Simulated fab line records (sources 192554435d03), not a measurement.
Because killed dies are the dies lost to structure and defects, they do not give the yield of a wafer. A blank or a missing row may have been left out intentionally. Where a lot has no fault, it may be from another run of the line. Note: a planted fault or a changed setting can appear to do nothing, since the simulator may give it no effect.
The same fault as seen by 3 desks || flow n5_finfet || only its own numbers are on each desk; what lay behind them is given at the end

## METROLOGY DESK
Lot by lot, what the gauges showed, no matter which tool ran the lot: averages of those sampled wafers that carry a number. The brackets show how far a lot's mean lies from the usual mean; more than 4 standard deviations puts the lot out of limits, marked OUT. Readings shown: 7 out of 11 (the first out of limits, and those lying furthest out on some lot).
Columns: A = IOFF_P at N5_BEOL_M4_RC_MEAS_101, usual 0.24 nA/um; B = ION_P at N5_BEOL_M4_RC_MEAS_101, usual 461 uA/um; C = SS_N at N5_BEOL_M4_RC_MEAS_101, usual 71.8 mV/dec; D = SS_P at N5_BEOL_M4_RC_MEAS_101, usual 73.6 mV/dec; E = VT_N at N5_BEOL_M4_RC_MEAS_101, usual 250 mV; F = VT_P at N5_BEOL_M4_RC_MEAS_101, usual -249 mV; G = M5_THK at N5_BEOL_M5_THK_MEAS_53, usual 61.9 nm
{"lot": "L648", "first seen here": "day 8 07:10", "A": 0.20, "B": 455, "C": 71.5, "D": 73.6, "E": 251, "F": -253, "G": 56.9}
{"lot": "L650", "first seen here": "day 9 11:11", "A": 0.26, "B": 463, "C": 72.0, "D": 74.4, "E": 246, "F": -249, "G": 61.3}
{"lot": "L655", "first seen here": "day 9 15:33", "A": 0.24, "B": 464, "C": 71.6, "D": 73.6, "E": 249, "F": -250, "G": 61.1}
{"lot": "L656", "first seen here": "day 10 00:31", "A": 0.24, "B": 466, "C": 71.3, "D": 73.5, "E": 249, "F": -246, "G": "96.1 (+14) OUT"}
{"lot": "L658", "first seen here": "day 10 17:22", "A": 0.22, "B": 455, "C": 72.4, "D": 73.7, "E": 250, "F": -251, "G": "131.0 (+28) OUT"}
{"lot": "L664", "first seen here": "day 12 12:50", "A": 0.25, "B": 464, "C": 71.3, "D": 73.8, "E": 248, "F": -249, "G": 64.5}
{"lot": "L668", "first seen here": "day 13 02:53", "A": 0.24, "B": 460, "C": 71.6, "D": 73.5, "E": 251, "F": -248, "G": 61.0}
{"lot": "L669", "first seen here": "day 13 20:24", "A": 0.23, "B": 455, "C": 72.2, "D": 73.7, "E": 251, "F": -251, "G": 61.6}
{"lot": "L670", "first seen here": "day 14 03:52", "A": 0.23, "B": 457, "C": 71.9, "D": 72.6, "E": 254, "F": -249, "G": 61.1}
This desk finds L656, L658 out of limits, with the earliest case on L656 at day 10 19:08 (M5_THK at N5_BEOL_M5_THK_MEAS_53). Within limits: L648, L650, L655, L664, L668, L669, L670.

## THE DEFECT DESK
Inspection counts along the route, by lot: the mean over sampled wafers that carry a number. The brackets show how far a lot's mean lies from the usual mean; more than 4 standard deviations puts the lot out of limits, marked OUT.
Columns: A = raw_defect_count at N5_BEOL_M5_INSPECT_58, usual 75
{"lot": "L648", "first seen here": "day 8 20:31", "A": 91}
{"lot": "L650", "first seen here": "day 10 01:27", "A": 59}
{"lot": "L655", "first seen here": "day 10 06:57", "A": 73}
{"lot": "L656", "first seen here": "day 10 19:25", "A": "685 (+25) OUT"}
{"lot": "L658", "first seen here": "day 11 05:20", "A": "1307 (+51) OUT"}
{"lot": "L664", "first seen here": "day 13 05:31", "A": 51}
{"lot": "L668", "first seen here": "day 13 16:08", "A": 83}
{"lot": "L669", "first seen here": "day 14 08:56", "A": 84}
{"lot": "L670", "first seen here": "day 14 15:17", "A": 56}
Finding of this desk: L656, L658 out of limits; the first was L656 at day 10 19:25, on raw_defect_count at N5_BEOL_M5_INSPECT_58. Within limits: L648, L650, L655, L664, L668, L669, L670.

## TOOL OWNER'S DESK, cmp-04
The tool's own readings at N5_BEOL_M5_CMP_52 (polishes, stops on SiCOH lowk, t overpolish 6.9 s, target thk 62 nm): means of the sampled wafers that have a number, for each lot that ran on this tool. The brackets show how far a lot's mean lies from the usual mean; more than 4 standard deviations puts the lot out of limits, marked OUT.
Columns: A = barrier_field_endpoint_s at N5_BEOL_M5_CMP_52, usual 24.8 s; B = motor_current_A at N5_BEOL_M5_CMP_52, usual 6.2 A; C = overpolish_run_s at N5_BEOL_M5_CMP_52, usual 6.900 s; D = pad_life_wafers at N5_BEOL_M5_CMP_52, usual 1060; E = time_to_endpoint_s at N5_BEOL_M5_CMP_52, usual 62 s
{"lot": "L648", "first seen here": "day 8 19:56", "A": 23.9, "B": 5.6, "C": 6.901, "D": 456, "E": 61}
{"lot": "L655", "first seen here": "day 10 06:22", "A": 23.7, "B": 6.2, "C": 6.906, "D": 740, "E": 59}
{"lot": "L656", "first seen here": "day 10 18:52", "A": "29.9 (+6.7) OUT", "B": 6.4, "C": "4.617 (-99 or more) OUT", "D": 818, "E": 64}
{"lot": "L658", "first seen here": "day 11 04:46", "A": "35.9 (+14) OUT", "B": 5.9, "C": "2.324 (-99 or more) OUT", "D": 902, "E": 75}
Finding of this desk: L656, L658 out of limits; the first was L656 at day 10 18:52, on barrier_field_endpoint_s at N5_BEOL_M5_CMP_52. Within limits: L648, L655.

## ALL TOGETHER
At day 10 18:52, on L656, L658, the tool owner's desk was in a position to raise an alarm.
L656, L658 would have let the metrology desk raise an alarm at day 10 19:08.
The defect desk could have raised an alarm at day 10 19:25, on L656, L658.
N5_BEOL_M5_CMP_52 was run on cmp-04 by each of the lots named.

## WHAT WAS PUT IN BY THE SIMULATOR
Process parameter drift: cmp-04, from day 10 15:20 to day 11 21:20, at N5_BEOL_M5_CMP_52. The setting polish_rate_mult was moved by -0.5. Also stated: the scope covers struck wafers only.
Shown lots that were struck: L656, L658.
Hours from the fault's start to each desk's first reading out of limits: the tool owner's desk, 4; the metrology desk, 4; the defect desk, 4.
